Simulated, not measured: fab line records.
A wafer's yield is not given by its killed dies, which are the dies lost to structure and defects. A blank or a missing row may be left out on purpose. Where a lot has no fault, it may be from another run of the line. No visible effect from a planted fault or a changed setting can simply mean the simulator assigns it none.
Matching of chambers ; flow nandHarc ; NHARC_A_CONTACT_ALD_18 on aldMetal-04 has 4 sister chambers
The step deposits TiN, target thk 3 nm, pulse time 1 s, ald cycles 150. 4 wafers are shown with their chamber, then 10 later ones without.

## EACH WAFER AND ITS CHAMBER
wafer;chamber;heaterPowerW (W)
L083.6;3;1048
L086.4;1;1263
L089.1;2;975
L089.3;0;1135

## WAFERS WITHOUT THEIR CHAMBER
wafer;heaterPowerW (W)
L089.6;978
L091.2;1143
L091.3;1043
L091.6;1005
L095.2;970
L095.3;1045
L095.5;1329
L097.3;1008
L097.4;1329
L097.6;1175

## WHICH CHAMBER EACH ONE RAN IN
wafer;from the rows above;in truth
L089.6;can't be placed: 2 or 3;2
L091.2;0;0
L091.3;can't be placed: 3 or 2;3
L091.6;can't be placed: 2 or 3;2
L095.2;2;2
L095.3;can't be placed: 3 or 2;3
L095.5;1;1
L097.3;can't be placed: 2 or 3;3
L097.4;1;1
L097.6;can't be placed: 0 or 1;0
Placed correctly: 4 of 10. Not placeable from these rows: 6 (in 6, the candidates include the true chamber). Number placed wrongly: 0.
How it was worked out, from the rows above alone: a wafer's distance from a chamber is the root of the sum, over the readings, of the square of ((its reading less the chamber's mean) divided by the reading's scatter). The wafer belongs to the nearest chamber; if the next one is less than 2 further off, it can't be placed. Each chamber's mean is taken over the wafers shown for it. The scatter: root of mean squared gap, hidden wafer to nearest shown wafer, with one shown wafer a chamber.
